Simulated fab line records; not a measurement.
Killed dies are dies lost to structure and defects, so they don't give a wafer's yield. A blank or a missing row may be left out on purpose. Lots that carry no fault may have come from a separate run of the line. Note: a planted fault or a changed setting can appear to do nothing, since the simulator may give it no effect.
A struck lot beside a sound one | flow n5-finfet | 37 steps out of a route of 1938
Sound: wafers L798.3, L798.4, L798.5. Struck: wafer L788.1. (L788.2, L788.3 of the same lot were not struck and are left out.) The cause comes at the end.
Each step with rows lists, per side, the tool, then ch with its chambers, then its first start. Under that, the readings that differ: sound wafers | struck wafers | difference of the means | sigmas: that difference in standard deviations of wafers without a fault.
alike: readings whose means differ by less than 2 such deviations, and words and numbers that are the same on both sides. not compared: withheld readings, readings that some wafer has no value for, bounds like >300 that may hide the same value, and numbers for which the record gives no deviation and whose values overlap.
A row with sigmas, a row that says differs or no value, or rows on one side alone: a step with any of these is where the two part. When numbers do not overlap yet have no deviation, they are printed without sigmas and do not part them. A reading that every wafer of one side lacks parts them only if that side has two wafers or more.

first, 9 steps without rows for these wafers: N5_BEOL_M8_DESCUM_33 (chemistry O2, time 7 s); N5_BEOL_M8_ETCH_72 (etches underlayer in N2/H2, target depth 6.5 nm, time 5.2 s); N5_BEOL_M8_ETCH_65 (etches SiARC in CF4, target depth 15.6 nm, time 26 s); N5_BEOL_M8_ETCH_66 (etches SOC in N2/H2, target depth 80 nm, overetch 16 nm, time 120 s); N5_BEOL_M8_STRIP_69 (strips in N2/H2); N5_BEOL_M8_STRIP_73 (strips in N2/H2); N5_BEOL_M8_VIA_ETCH_34 (etches SiCOH lowk in C4F6/O2, target depth 125.5 nm, time 50.5 s); N5_BEOL_M8_STRIP_76 (strips in C4F6/O2); N5_BEOL_M8_STRIP_36 (strips in N2/H2).
N5_BEOL_M8_TRENCH_ETCH_37: etches SiCOH lowk in C4F6/O2, target depth 93.478 nm, time 31.2 s.
  sound on rie-diel-04 ch 0,1,2, day 14 14:02; struck on rie-diel-01 ch 0, day 12 16:30
  reading                             | sound             | struck | difference | sigmas
  oes_f_703_au (a.u.)                 | 0.84 0.75 0.90    | 1.06   | +0.23      | +3
  oes_o_777_au (a.u.)                 | 0.84 0.73 0.89    | 1.04   | +0.22      | +3
  rf-fwd-power-W (W)                  | 338.5 338.5 340.6 | 423.4  | +84.2      | +56
  rf-vpp-V (V)                        | 657 666 675       | 598    | -68        | -14
  throttle-valve-pct (%)              | 20.46 21.25 20.37 | 21.30  | +0.61      | +2
  model.BEOL_M8.feature-depth-nm (nm) | 93.6 93.6 95.8    | 102.4  | +8.1       |
  model.etch.depth-nm (nm)            | 93.69 93.63 95.74 | 102.4  | +8.0       |
  alike: C4F6_flow_sccm, drypump-motor-current-A, mfc-ar-sccm, oes-product-au, showerhead-plenum-p-Torr
  not compared: rf-hours-counter-h
then, 2 steps without rows for these wafers: N5_BEOL_M8_ETCH_41 (etches SiCN in CH3F/O2, target depth 31.9 nm, time 57.8 s); N5_BEOL_M8_STRIP_80 (strips in N2/H2, time 10 s).
N5_BEOL_M8_OCD_MEAS_38:
  sound on ocd-02, day 14 14:12; struck on ocd-02, day 12 16:40
  reading              | sound          | struck | difference | sigmas
  trench-depth-nm (nm) | 94.1 93.5 95.8 | 102.6  | +8.1       | +7
then, 13 steps without rows for these wafers: N5_BEOL_M8_HM_STRIP_39 (strips TiN in peroxide tin strip, target depth 25 nm, time 158 s); N5_BEOL_M8_SRD_40 (time 30 s); N5_BEOL_M8_PRECLEAN_42 (cleans in residue remover, time 60 s); N5_BEOL_M8_SRD_43 (time 30 s); N5_BEOL_M8_CURE_75 (cures SiCOH lowk, time 120 s); N5_BEOL_M8_DEGAS_44 (time 60 s); N5_BEOL_M8_PRE_CLEAN_45 (time 30 s); N5_BEOL_M8_ALD_77 (deposits TaN, target thk 2 nm, pulse time 2 s, purge time 3 s); N5_BEOL_M8_SURFACE_TREAT_79; N5_BEOL_M8_CVD_78 (deposits Co from CCTBA/H2, target thk 2 nm, time 142.3 s); N5_BEOL_M8_SPUTTER_48 (material Cu, target thk 10 nm, time 1.667 s); N5_BEOL_M8_ECD_50 (material Cu, target thk 300 nm); N5_BEOL_M8_ANNEAL_51 (time 90 s).
N5_BEOL_M8_CMP_52: polishes, stops on SiCOH lowk, t overpolish 6.9 s, target thk 80 nm.
  sound on cmp-03 ch 0,2, day 14 17:10; struck on cmp-03 ch 1, day 12 20:17
  reading                                | sound          | struck | difference | sigmas
  barrier-field-endpoint-s (s)           | 29.4 30.1 29.7 | 28.0   | -1.7       | -3
  model.Cu_of_BEOL_M8_ECD_50.thk-nm (nm) | 80.6 80.4 84.6 | 90.8   | +8.9       |
  alike: clearing-platen-down-force-psi, motor-current-A, overpolish-run-s, time-to-endpoint-s
  not compared: pad-life-wafers
N5_BEOL_M8_THK_MEAS_53: measures by xrf.
  sound on film-metro-01, day 14 17:25; struck on film-metro-02, day 12 20:35
  reading     | sound          | struck | difference | sigmas
  M8_THK (nm) | 81.0 81.4 85.5 | 89.5   | +6.9       | +4
then, 2 steps without rows for these wafers: N5_BEOL_M8_PRE_CLEAN_55 (time 15 s); N5_BEOL_M8_DEP_56 (deposits SiCN from 3MS/NH3, target thk 10 nm, time 17.5 s).
N5_BEOL_M8_RS_MEAS_57: a four-point-probe measurement.
  sound on film-metro-01, day 14 17:32; struck on film-metro-02, day 12 20:43
  reading        | sound             | struck | difference | sigmas
  M8_RS (ohm/sq) | 0.283 0.284 0.268 | 0.247  | -0.031     | -5
then, 5 steps without rows for these wafers: N5_BEOL_M9_ILD_DEP_00 (deposits SiCOH lowk from DEMS/porogen, target thk 308.51 nm, time 58 s); N5_BEOL_M9_CURE_71 (cures SiCOH lowk, time 240 s); N5_BEOL_M9_PECVD_70 (deposits SiO2 from TEOS/O2, target thk 20 nm, time 22.7 s); N5_BEOL_M9_HM_DEP_02 (deposits TiN, target thk 20 nm); N5_BEOL_M9_COAT_59 (time 60 s, resist thk 100 nm).
-- record jumps: 2 days separate the struck wafers' starts on either side; left off in module BEOL_M9, taken up again in module BEOL_M15, whose first shown step is the route's number 1830 --
N5_BEOL_M15_RC_MEAS_101:
  sound on prober-01 ch 0, day 16 16:32; struck on prober-01 ch 0, day 15 01:00
  reading                   | sound          | struck | difference | sigmas
  SERP_M8 (ohm/um)          | 13.8 13.3 13.2 | 12.2   | -1.2       | -3
  SERP_M8_max_site (ohm/um) | 14.4 13.8 13.7 | 12.5   | -1.5       | -3
  alike: COMB_M10, COMB_M11, COMB_M12, COMB_M13, COMB_M14, COMB_M15, COMB_M5, COMB_M6, COMB_M7, COMB_M8, COMB_M9, SERP_M10, SERP_M11, SERP_M12, SERP_M13, SERP_M14, SERP_M5, SERP_M6, SERP_M7, SERP_M9

## WHERE THEY PART
At N5_BEOL_M8_TRENCH_ETCH_37 first; at N5_BEOL_M15_RC_MEAS_101 last (within this record only).

WHY: the cause the simulator had injected
rie-diel-01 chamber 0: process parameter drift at N5_BEOL_M8_TRENCH_ETCH_37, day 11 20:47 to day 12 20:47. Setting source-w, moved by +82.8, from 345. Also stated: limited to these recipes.
